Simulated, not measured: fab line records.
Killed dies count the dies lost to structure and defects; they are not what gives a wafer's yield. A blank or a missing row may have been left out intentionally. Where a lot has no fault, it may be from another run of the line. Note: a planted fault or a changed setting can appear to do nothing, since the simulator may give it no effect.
fab line records    flow n5-finfet
record: lots: 6  wafers: 18  last-day: 18
route steps=1938 shown GATE_CUT@494 BEOL_M4@1111
lots that met no fault: from a run of the same line without faults
start-h: hours from the record's first day to the start of the lot's first wafer shown    wait-h: hours elapsed since this lot's preceding step    " the same as in the row above    L1.1+2: a row that stands for several wafers    - no value, or no start given    * or withheld: withheld    < > ~ a bound
route shown NAME@n: NAME is a module with steps in the file, n the number in the route of the first one    usual: mean/standard deviation of fault-free wafers    same: alike in all rows    chamber/n: place in a boat    sites: readings site by site    _std_site: the values' standard deviation    _edge_site: mean of outer sites minus mean of inner sites    radius-mm: how far each site lies from the wafer's centre    mask NAME#n: copy n    behind: the most recent tool/chamber to have shaped the wafer    hold: what put the lot on hold/how long, in hours/how the hold closed    device: transistor that didn't switch, given as n, p or np    end of line: the tests these same wafers got at the end of their route    for a step that has no rows: nothing shown but its recipe    killed: dies lost to structure and defects at the first sort, not the wafer's yield    map: a wafer's dies, marking killed ones x, the rest . and places with no die _
set.NAME: setting as actually run; set.NAME@STEP: the setting as run at that earlier step    model.NAME: the simulator's own value behind a step, which no gauge read
lots at selected steps of the route; one table per step, one row per wafer
services: the hour from which a tool's chamber was out of use, counted from the record's first day as start-h (under 0 if before that day), plus the number of hours and why
== steps ==
step: N5_GATE_CUT_STRIP_38
recipe: chemistry: N2/H2  temp-c: 40  n2-flow-sccm: 200  h2-flow-sccm: 200  rf-frequency-hz: 6e+07
step: N5_GATE_CUT_STRIP_39
recipe: chemistry: N2/H2  temp-c: 40  n2-flow-sccm: 200  h2-flow-sccm: 200  rf-frequency-hz: 6e+07
step: N5_GATE_CUT_HM_OPEN_40
recipe: chemistry: C4F6/O2  target: SiO2  mask-material: SiARC  target-depth-a: 1390  time-s: 85.1  ion-energy-ev: 250  pressure-mtorr: 30  source-w: 345  bias-w: 185  Ar_flow_sccm: 300  C4F6_flow_sccm: 10  O2_flow_sccm: 10  ends: cleared
step: N5_GATE_CUT_STRIP_41
recipe: chemistry: CF4  resist: SiARC  power-w: 300  bias-power-w: 75  pressure-mtorr: 50  cf4-flow-sccm: 150  rf-frequency-hz: 6e+07
step: N5_GATE_CUT_STRIP_42
recipe: chemistry: O2  power-w: 400  temp-c: 40  pressure-mtorr: 30  rf-frequency-hz: 6e+07  bias-power-w: 0  overash-fraction: 0.3  o2-flow-sccm: 225
step: N5_GATE_CUT_ETCH_19
recipe: chemistry: CH3F/O2  target: SiNx  mask-material: SiO2  target-depth-a: 537  time-s: 76.7  pressure-mtorr: 30  source-w: 395  bias-w: 73  Ar_flow_sccm: 150  CH3F_flow_sccm: 30  O2_flow_sccm: 20  ion-energy-ev: 120  ends: cleared
usual: CH3F_flow_sccm: 30.01/0.098  O2_flow_sccm: 20.01/0.059  drypump-motor-current-A: 5.8/0.51  etch-rf-on-time-s: 77.1/0.91  mfc-ar-sccm: 150.1/0.42  oes-product-au: 0.63/0.05  rf-vpp-V: 298/3.2  showerhead-plenum-p-Torr: 1.99/0.057  throttle-valve-pct: 16.48/0.24
lot.wafer  tool         chamber  start-h  wait-h  CH3F_flow_sccm  O2_flow_sccm  drypump-motor-current-A  etch-rf-on-time-s  mfc-ar-sccm  oes-product-au  rf-hours-counter-h  rf-vpp-V  showerhead-plenum-p-Torr  throttle-valve-pct
L534.1     rie-diel-04  2        133.69   0.0     29.99           19.96         5.5                      76.0               150.2        0.66            153                 300       2.08                      16.37
L534.3     "            3        "        "       30.05           20.00         5.6                      76.5               149.9        0.60            225                 299       1.90                      16.76
L534.6     "            2        "        "       29.81           20.02         5.5                      76.5               150.6        0.65            -                   302       2.08                      16.36
L536.2     rie-diel-04  2        147.19   0.0     29.93           20.04         5.5                      76.5               150.4        0.66            158                 301       2.08                      16.39
L536.3     "            3        "        "       29.90           20.03         5.6                      76.4               149.6        0.60            230                 296       1.90                      16.77
L536.6     "            0        "        "       30.22           19.93         6.1                      76.6               150.3        0.63            -                   297       2.00                      16.53
L540.4     rie-diel-05  0        168.49   0.0     30.03           20.01         5.4                      77.2               149.8        0.59            211                 300       1.98                      16.50
L540.5     "            3        "        "       30.01           20.01         5.6                      78.9               150.0        0.61            -                   300       1.98                      16.84
L540.6     "            2        "        "       30.03           20.07         5.5                      78.4               150.4        0.59            -                   295       1.97                      16.36
L541.2     rie-diel-02  3        176.46   0.0     30.15           19.92         4.7                      76.8               149.7        0.63            184                 295       2.00                      16.61
L541.3     "            1        "        "       29.91           20.18         5.9                      76.6               150.1        0.82            6                   300       2.14                      15.94
L541.5     "            1        "        "       30.10           20.13         5.9                      76.4               150.4        0.82            -                   303       2.14                      15.94
L542.2     rie-diel-02  1        179.34   0.0     29.93           20.00         5.9                      76.4               150.3        0.82            7                   299       2.14                      15.96
L542.3     "            2        "        "       30.04           20.00         5.6                      76.4               150.4        0.65            137                 302       2.01                      16.15
L542.6     "            3        "        "       29.98           20.01         4.8                      76.7               150.7        0.63            -                   296       2.00                      16.62
L549.1     rie-diel-05  0        225.05   0.0     29.92           19.93         5.4                      77.6               150.1        0.58            227                 299       1.97                      16.54
L549.3     "            1        "        "       30.10           19.85         6.7                      74.7               150.4        0.60            221                 300       1.97                      16.62
L549.5     "            3        "        "       29.96           20.01         5.6                      78.2               149.2        0.61            -                   301       1.97                      16.87
step: N5_GATE_CUT_CUT_ETCH_53
recipe: chemistry: SF6/Cl2  target: W  mask-material: SiO2  target-depth-a: 792  pressure-mtorr: 8  icp-w: 900  bias-w: 80  SF6_flow_sccm: 40  Cl2_flow_sccm: 60  ends: cleared
usual: SF6_flow_sccm: 39.99/0.13  bias-w: 80.03/0.23  drypump-motor-current-A: 5.9/0.41  etch-rf-on-time-s: 26.2/0.47  oes-product-au: 0.72/0.087  throttle-valve-pct: 28.69/0.15
lot.wafer  tool          chamber  start-h  wait-h  SF6_flow_sccm  bias-w  drypump-motor-current-A  etch-rf-on-time-s  oes-product-au  rf-hours-counter-h  throttle-valve-pct
L534.1     rie-metal-01  0        133.81   0.1     39.90          79.81   5.8                      25.8               0.85            6                   28.60
L534.3     "             1        "        "       39.85          79.74   5.3                      26.8               0.70            -                   28.52
L534.6     "             0        "        "       40.25          80.09   5.8                      26.1               0.85            -                   28.59
L536.2     rie-metal-03  0        147.30   0.1     39.84          80.31   6.1                      26.9               0.60            89                  29.00
L536.3     "             0        "        "       39.96          80.45   6.1                      27.0               0.60            -                   29.02
L536.6     "             0        "        "       39.92          80.19   6.1                      26.9               0.60            -                   29.00
L540.4     rie-metal-02  1        168.61   0.1     39.99          79.99   6.3                      25.7               0.69            -                   28.76
L540.5     "             1        "        "       39.95          80.12   6.3                      25.8               0.69            -                   28.74
L540.6     "             0        "        "       39.86          79.83   6.5                      26.2               0.64            -                   28.70
L541.2     rie-metal-03  0        176.57   0.1     40.02          80.51   6.1                      26.7               0.60            92                  29.03
L541.3     "             0        "        "       40.06          80.41   6.1                      26.9               0.59            -                   29.01
L541.5     "             0        "        "       40.21          80.39   6.1                      26.7               0.59            -                   29.02
L542.2     rie-metal-02  0        179.45   0.1     39.99          80.05   6.5                      26.5               0.63            72                  28.71
L542.3     "             1        "        "       39.78          80.02   6.3                      26.0               0.69            -                   28.75
L542.6     "             1        "        "       39.91          80.08   6.3                      26.0               0.68            -                   28.74
L549.1     rie-metal-02  0        225.16   0.1     40.00          80.03   6.5                      26.0               0.63            76                  28.73
L549.3     "             1        "        "       40.02          80.03   6.3                      25.8               0.67            -                   28.76
L549.5     "             0        "        "       40.04          80.14   6.5                      26.1               0.63            -                   28.74
step: N5_GATE_CUT_CUT_ETCH_54
recipe: chemistry: Cl2/BCl3  target: TiN  mask-material: SiO2  target-depth-a: 967  pressure-mtorr: 10  icp-w: 1000  bias-w: 126  Cl2_flow_sccm: 53.25  bcl3-flow-sccm: 21.75  Ar_flow_sccm: 25  ends: cleared
step: N5_GATE_CUT_CUT_ETCH_55
recipe: chemistry: BCl3  target: HfO2  mask-material: SiO2  target-depth-a: 32  ion-energy-ev: 30  pressure-mtorr: 5  icp-w: 450  bias-w: 18  bcl3-flow-sccm: 80
step: N5_GATE_CUT_ETCH_47
recipe: chemistry: Cl2/BCl3  target: SiO2  target-depth-a: 100  pressure-mtorr: 10  icp-w: 1000  bias-w: 126  Cl2_flow_sccm: 53.25  bcl3-flow-sccm: 21.75  Ar_flow_sccm: 25
usual: bcl3-flow-sccm: 21.74/0.066  bias-w: 126.0/0.36  drypump-motor-current-A: 5.9/0.41  mfc-ar-sccm: 25.00/0.079  oes-product-au: 0.79/0.095  throttle-valve-pct: 22.62/0.14
lot.wafer  tool          chamber  start-h  wait-h  bcl3-flow-sccm  bias-w  drypump-motor-current-A  mfc-ar-sccm  oes-product-au  rf-hours-counter-h  throttle-valve-pct
L534.1     rie-metal-01  0        133.96   0.0     21.78           126.4   5.7                      24.95        0.94            6                   22.56
L534.3     "             1        "        "       21.77           126.4   5.3                      25.04        0.77            -                   22.49
L534.6     "             0        "        "       21.79           126.1   5.7                      25.06        0.93            -                   22.55
L536.2     rie-metal-03  0        147.45   0.0     21.81           125.5   6.1                      24.84        0.67            89                  22.95
L536.3     "             0        "        "       21.73           126.2   6.1                      25.08        0.66            -                   22.95
L536.6     "             0        "        "       21.70           126.1   6.2                      24.97        0.66            -                   22.93
L540.4     rie-metal-02  1        168.75   0.0     21.74           125.6   6.3                      25.02        0.75            -                   22.59
L540.5     "             1        "        "       21.65           125.8   6.3                      24.91        0.76            -                   22.59
L540.6     "             0        "        "       21.72           125.8   6.5                      25.14        0.71            -                   22.61
L541.2     rie-metal-03  0        176.72   0.0     21.77           126.1   6.1                      24.92        0.66            92                  22.94
L541.3     "             0        "        "       21.69           126.1   6.1                      24.98        0.66            -                   22.95
L541.5     "             0        "        "       21.61           126.4   6.1                      25.09        0.66            -                   22.95
L542.2     rie-metal-02  0        179.60   0.0     21.80           126.2   6.6                      24.96        0.71            72                  22.62
L542.3     "             1        "        "       21.71           125.5   6.3                      25.10        0.76            -                   22.60
L542.6     "             1        "        "       21.71           125.4   6.3                      25.05        0.77            -                   22.61
L549.1     rie-metal-02  0        225.31   0.0     21.79           126.1   6.5                      25.03        0.70            76                  22.62
L549.3     "             1        "        "       21.80           126.2   6.3                      24.98        0.74            -                   22.60
L549.5     "             0        "        "       21.70           126.2   6.5                      25.07        0.69            -                   22.63
step: N5_GATE_CUT_VAPOR_ETCH_48
recipe: chemistry: BCl3/Cl2  target: TiN  mode: isotropic
step: N5_GATE_CUT_VAPOR_ETCH_49
recipe: chemistry: BCl3/Cl2  target: TiAlC  mode: isotropic
usual: drypump-motor-current-A: 5.9/0.41  he-backside-leak-sccm: 3.4/0.32  oes-product-au: 0.79/0.094
lot.wafer  tool          chamber  start-h  wait-h  drypump-motor-current-A  he-backside-leak-sccm  oes-product-au
L534.1     rie-metal-01  0        134.02   0.0     5.7                      3.4                    0.94
L534.3     "             1        "        "       5.3                      3.3                    0.78
L534.6     "             0        "        "       5.7                      3.3                    0.93
L536.2     rie-metal-03  0        147.51   0.0     6.1                      3.5                    0.66
L536.3     "             0        "        "       6.1                      3.6                    0.66
L536.6     "             0        "        "       6.1                      3.5                    0.66
L540.4     rie-metal-02  1        168.81   0.0     6.3                      3.8                    0.76
L540.5     "             1        "        "       6.3                      3.6                    0.76
L540.6     "             0        "        "       6.5                      3.4                    0.71
L541.2     rie-metal-03  0        176.78   0.0     6.1                      3.7                    0.66
L541.3     "             0        "        "       6.1                      3.6                    0.66
L541.5     "             0        "        "       6.1                      3.6                    0.66
L542.2     rie-metal-02  0        179.66   0.0     6.6                      3.3                    0.71
L542.3     "             1        "        "       6.3                      3.4                    0.75
L542.6     "             1        "        "       6.3                      3.5                    0.76
L549.1     rie-metal-02  0        225.37   0.0     6.5                      3.2                    0.70
L549.3     "             1        "        "       6.3                      3.6                    0.75
L549.5     "             0        "        "       6.5                      5.4                    0.70
step: N5_GATE_CUT_VAPOR_ETCH_51
recipe: chemistry: BCl3/Cl2  target: HfO2  mode: isotropic
usual: drypump-motor-current-A: 5.9/0.41  he-backside-leak-sccm: 3.42/0.2  oes-product-au: 0.79/0.094
lot.wafer  tool          chamber  start-h  wait-h  drypump-motor-current-A  he-backside-leak-sccm  oes-product-au
L534.1     rie-metal-01  0        134.05   0.0     5.7                      3.47                   0.93
L534.3     "             1        "        "       5.3                      3.24                   0.79
L534.6     "             0        "        "       5.8                      3.54                   0.93
L536.2     rie-metal-03  0        147.54   0.0     6.1                      3.64                   0.66
L536.3     "             0        "        "       6.1                      3.58                   0.66
L536.6     "             0        "        "       6.1                      3.68                   0.65
L540.4     rie-metal-02  1        168.84   0.0     -                        -                      -
L540.5     "             1        "        "       -                        -                      -
L540.6     "             0        "        "       -                        -                      -
L541.2     rie-metal-03  0        176.81   0.0     -                        -                      -
L541.3     "             0        "        "       -                        -                      -
L541.5     "             0        "        "       -                        -                      -
L542.2     rie-metal-02  0        179.69   0.0     6.5                      3.31                   0.71
L542.3     "             1        "        "       6.3                      3.72                   0.75
L542.6     "             1        "        "       6.3                      3.48                   0.75
L549.1     rie-metal-02  0        225.40   0.0     6.5                      3.34                   0.70
L549.3     "             1        "        "       6.3                      3.65                   0.75
L549.5     "             0        "        "       6.4                      3.18                   0.70
step: N5_GATE_CUT_STRIP_21
recipe: chemistry: N2/H2  time-s: 30  power-w: 1000  temp-c: 250  pressure-mtorr: withheld  n2-flow-sccm: 1750  h2-flow-sccm: 3250
usual: drypump-motor-current-A: 5.41/0.092  heater-power-w: 338/28
lot.wafer  tool             chamber  start-h  wait-h  drypump-motor-current-A  heater-power-w  rf-hours-counter-h
L534.1     plasma-asher-01  0        134.10   0.0     5.48                     358             47
L534.3     "                0        "        "       5.49                     352             -
L534.6     "                1        "        "       5.51                     296             -
L536.2     plasma-asher-02  0        147.59   0.0     5.30                     350             102
L536.3     "                1        "        "       5.30                     366             -
L536.6     "                1        "        "       5.31                     366             -
L540.4     plasma-asher-01  0        168.90   0.1     5.46                     352             -
L540.5     "                0        "        "       5.46                     346             -
L540.6     "                1        "        "       5.50                     294             -
L541.2     plasma-asher-01  1        176.86   0.0     5.52                     298             55
L541.3     "                0        "        "       5.46                     347             -
L541.5     "                0        "        "       5.46                     352             -
L542.2     plasma-asher-02  0        179.74   0.0     5.29                     347             109
L542.3     "                0        "        "       5.28                     350             -
L542.6     "                0        "        "       5.31                     351             -
L549.1     plasma-asher-01  0        225.45   0.0     5.48                     345             64
L549.3     "                0        "        "       5.47                     348             -
L549.5     "                1        "        "       5.50                     292             -
step: N5_BEOL_M4_RC_MEAS_101
usual: DIBL_N: 36.3/1.2  DIBL_P: 36.3/1.4  IOFF_N: 0.157/0.02  IOFF_P: 0.22/0.033  ION_N: 675/9.6  ION_P: 465/8.2  SS_N: 71.4/0.45  SS_P: 73.3/0.54  VT_N: 249.8/2.5  VT_P: -249/3.2
lot.wafer  tool       chamber  start-h  wait-h  DIBL_N[mV/V]  DIBL_P[mV/V]  IOFF_N[nA/um]  IOFF_P[nA/um]  ION_N[uA/um]  ION_P[uA/um]  SS_N[mV/dec]  SS_P[mV/dec]  VT_N[mV]  VT_P[mV]
L534.1     prober-01  0        247.92   0.0     37.6          35.5          0.165          0.23           679           464           71.4          73.5          250.5     -247
L534.3     "          0        "        "       38.6          37.0          0.182          0.26           688           477           71.7          73.7          249.2     -246
L534.6     "          0        "        "       38.0          35.8          0.156          0.22           674           467           71.6          73.5          251.0     -249
L536.2     prober-02  0        251.37   0.2     38.1          36.5          0.183          0.24           686           469           71.5          73.5          248.7     -246
L536.3     "          0        "        "       35.5          33.5          0.134          0.19           676           458           70.9          72.8          252.8     -252
L536.6     "          0        "        "       35.0          33.1          0.132          0.19           673           465           70.6          72.4          249.1     -251
L542.2     prober-02  0        274.16   0.2     36.7          36.3          0.167          0.20           687           466           71.1          73.6          250.2     -249
L542.3     "          0        "        "       36.1          36.5          0.162          0.21           669           458           71.9          73.6          249.7     -248
L542.6     "          0        "        "       35.6          35.0          0.143          0.19           670           458           71.8          73.0          249.7     -251
L540.4     prober-02  0        277.36   0.5     36.2          35.8          0.149          0.20           669           457           71.3          73.6          248.4     -252
L540.5     "          0        "        "       36.7          36.7          0.155          0.22           672           464           72.1          73.6          248.1     -250
L540.6     "          0        "        "       36.6          36.1          0.151          0.20           673           455           71.9          74.2          249.9     -253
L541.2     prober-02  0        284.87   0.2     37.7          37.9          0.167          0.23           678           469           71.5          73.8          249.0     -248
L541.3     "          0        "        "       36.9          37.5          0.150          0.23           673           471           71.6          73.1          251.8     -247
L541.5     "          0        "        "       37.3          37.6          0.155          0.22           679           464           71.1          73.7          252.0     -249
L549.1     prober-02  0        331.66   0.0     38.1          39.6          0.188          0.30           691           488           71.7          73.6          247.9     -244
L549.3     "          0        "        "       35.9          37.1          0.151          0.25           678           478           71.2          72.8          251.6     -247
L549.5     "          0        "        "       36.8          37.8          0.161          0.26           681           477           71.3          73.8          248.9     -243
== services ==
tool             chamber  start-h  hours  kind
rie-diel-02      1        137.73   -      clean
rie-diel-02      1        137.73   -      consumable-replace:focus-ring
rie-diel-02      1        137.73   -      consumable-replace:showerhead
rie-diel-02      -        139.51   0.9    repair
plasma-asher-01  -        169.11   4.0    repair
rie-diel-02      0        202.66   7.8    repair
rie-diel-02      2        206.69   6.6    repair
rie-diel-05      2        209.91   -      clean
rie-diel-05      2        209.91   -      consumable-replace:focus-ring
rie-diel-05      2        209.91   14.9   scheduled-down
rie-diel-05      2        209.91   14.9   vent-cycle
rie-diel-04      3        210.24   -      clean
rie-diel-04      3        210.24   -      consumable-replace:focus-ring
rie-diel-04      3        210.24   -      consumable-replace:showerhead
rie-diel-04      3        210.24   16.8   scheduled-down
rie-diel-04      3        210.24   16.8   vent-cycle
== key ==
first-sign: step: N5_GATE_CUT_VAPOR_ETCH_51  reading: tool-record  direction: missing
effect none on later readings
met-at N5_GATE_CUT_VAPOR_ETCH_51
struck-wafers L540.4,L540.5,L540.6,L541.2,L541.3,L541.5
onset-between 147.54 168.84
fault: kind: skipped-step-whole  tool: rie-metal-02,rie-metal-03  chamber: -  onset-h: 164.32  steps: N5_GATE_CUT_VAPOR_ETCH_51  scope: struck-lots-only
